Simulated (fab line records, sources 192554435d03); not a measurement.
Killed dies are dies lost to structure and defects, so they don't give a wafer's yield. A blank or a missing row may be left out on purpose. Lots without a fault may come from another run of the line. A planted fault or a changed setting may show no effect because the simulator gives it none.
Chamber matching | flow n5_finfet | N5_BEOL_M11_DESCUM_33 on rie_diel-06: 4 sister chambers
The step chemistry O2, time 7.9 s. 24 wafers are shown with their chamber, then 12 later ones without.

WAFERS WITH THEIR CHAMBER
wafer  | chamber | showerhead_plenum_p_Torr (Torr) | throttle_valve_pct (%) | oes_product_au (a.u.)
L075.1 | 1       | 2.04                            | 20.08                  | 0.83
L075.3 | 0       | 2.01                            | 20.73                  | 0.72
L075.6 | 3       | 2.17                            | 20.39                  | 0.74
L074.2 | 1       | 2.03                            | 20.07                  | 0.83
L074.4 | 3       | 2.17                            | 20.39                  | 0.73
L074.5 | 3       | 2.17                            | 20.39                  | 0.74
L077.2 | 1       | 2.03                            | 20.10                  | 0.84
L077.3 | 2       | 2.22                            | 20.41                  | 0.81
L077.6 | 0       | 2.01                            | 20.71                  | 0.71
L078.2 | 0       | 2.01                            | 20.74                  | 0.70
L078.3 | 2       | 2.22                            | 20.42                  | 0.81
L078.5 | 3       | 2.17                            | 20.39                  | 0.72
L081.2 | 1       | 2.03                            | 20.07                  | 0.82
L081.3 | 0       | 2.01                            | 20.75                  | 0.70
L081.4 | 2       | 2.22                            | 20.43                  | 0.81
L083.1 | 2       | 2.22                            | 20.43                  | 0.80
L083.3 | 3       | 2.17                            | 20.40                  | 0.73
L083.6 | 3       | 2.17                            | 20.42                  | 0.73
L087.2 | 3       | 2.17                            | 20.41                  | 0.72
L087.5 | 2       | 2.21                            | 20.44                  | 0.79
L087.6 | 3       | 2.17                            | 20.40                  | 0.72
L090.3 | 2       | 2.21                            | 20.44                  | 0.79
L090.4 | 0       | 2.00                            | 20.74                  | 0.70
L090.6 | 1       | 2.03                            | 20.12                  | 0.80

SIGNATURES (means of the wafers above)
reading                  | chamber 0 | chamber 1 | chamber 2 | chamber 3 | scatter within a chamber
showerhead_plenum_p_Torr | 2.0080    | 2.0320    | 2.2167    | 2.1700    | 0.00383
throttle_valve_pct       | 20.7340   | 20.0880   | 20.4283   | 20.3987   | 0.0148
oes_product_au           | 0.7060    | 0.8240    | 0.8017    | 0.7288    | 0.0105
Rule: a wafer's distance from a chamber is the root of the sum, over the readings, of the square of ((its reading less the chamber's mean) divided by the reading's scatter). The wafer belongs to the nearest chamber; if the next one is less than 2 further off, it can't be placed. The scatter: the root of (the sum of the squares of (reading less its chamber's mean) over the shown wafers, divided by (wafers less chambers)).

WAFERS WITHOUT THEIR CHAMBER
wafer  | showerhead_plenum_p_Torr (Torr) | throttle_valve_pct (%) | oes_product_au (a.u.)
L093.1 | 2.02                            | 20.11                  | 0.80
L093.3 | 2.00                            | 20.76                  | 0.69
L093.4 | 2.21                            | 20.45                  | 0.79
L095.2 | 2.16                            | 20.44                  | 0.71
L095.3 | 2.21                            | 20.45                  | 0.77
L095.5 | 2.02                            | 20.12                  | 0.79
L094.1 | 2.16                            | 20.45                  | 0.72
L094.5 | 2.16                            | 20.44                  | 0.71
L094.6 | 2.00                            | 20.77                  | 0.69
L096.1 | 2.00                            | 20.78                  | 0.68
L096.2 | 2.16                            | 20.44                  | 0.71
L096.5 | 2.21                            | 20.47                  | 0.78

WHICH CHAMBER EACH WENT THROUGH
wafer  | from the rows above | in truth
L093.1 | 1                   | 1
L093.3 | 0                   | 0
L093.4 | 2                   | 2
L095.2 | 3                   | 3
L095.3 | 2                   | 2
L095.5 | 1                   | 1
L094.1 | 3                   | 3
L094.5 | 3                   | 3
L094.6 | 0                   | 0
L096.1 | 0                   | 0
L096.2 | 3                   | 3
L096.5 | 2                   | 2
Placed correctly: 12 of 12. Can't be placed from these rows: 0. Placed wrongly: 0.
